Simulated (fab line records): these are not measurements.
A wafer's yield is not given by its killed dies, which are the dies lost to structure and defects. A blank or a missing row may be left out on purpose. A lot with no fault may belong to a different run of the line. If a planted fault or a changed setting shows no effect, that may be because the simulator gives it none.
Chamber matching / flow nandHarc / 4 sister chambers for NHARC_A_STAIRCASE_DESCUM_270 on rieDiel-06
The step chemistry O2, time 3 s. 4 wafers are shown with their chamber, then 7 later ones without.

WAFERS WITH THEIR CHAMBER
wafer=L089.2; chamber=0; showerheadPlenumPTorr (Torr)=1.85
wafer=L089.4; chamber=1; showerheadPlenumPTorr (Torr)=1.81
wafer=L090.2; chamber=2; showerheadPlenumPTorr (Torr)=2.05
wafer=L090.4; chamber=3; showerheadPlenumPTorr (Torr)=1.84

WAFERS WHOSE CHAMBER IS MISSING
wafer=L090.5; showerheadPlenumPTorr (Torr)=1.85
wafer=L094.1; showerheadPlenumPTorr (Torr)=1.84
wafer=L094.2; showerheadPlenumPTorr (Torr)=2.05
wafer=L094.3; showerheadPlenumPTorr (Torr)=1.84
wafer=L097.1; showerheadPlenumPTorr (Torr)=1.80
wafer=L097.3; showerheadPlenumPTorr (Torr)=1.84
wafer=L097.5; showerheadPlenumPTorr (Torr)=1.80

CHAMBER TAKEN BY EACH
wafer=L090.5; from the rows above=can't be placed: 0 or 3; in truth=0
wafer=L094.1; from the rows above=can't be placed: 3 or 0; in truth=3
wafer=L094.2; from the rows above=2; in truth=2
wafer=L094.3; from the rows above=can't be placed: 3 or 0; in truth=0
wafer=L097.1; from the rows above=1; in truth=1
wafer=L097.3; from the rows above=can't be placed: 3 or 0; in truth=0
wafer=L097.5; from the rows above=1; in truth=1
3 of 7 placed correctly. These rows do not allow placing 4 (true chamber among the candidates in 4). 0 placed wrongly.
How it was worked out, from the rows above alone: a wafer's distance from a chamber is the root of the sum, over the readings, of the square of ((its reading less the chamber's mean) divided by the reading's scatter). If the next closest chamber is less than 2 further off than the closest, the wafer can't be placed; otherwise it belongs to the closest. For every chamber, the mean is computed from those of its wafers that are shown. The scatter: with one shown wafer a chamber, the root of the mean of the squares of how far each hidden wafer lies from its nearest shown one.
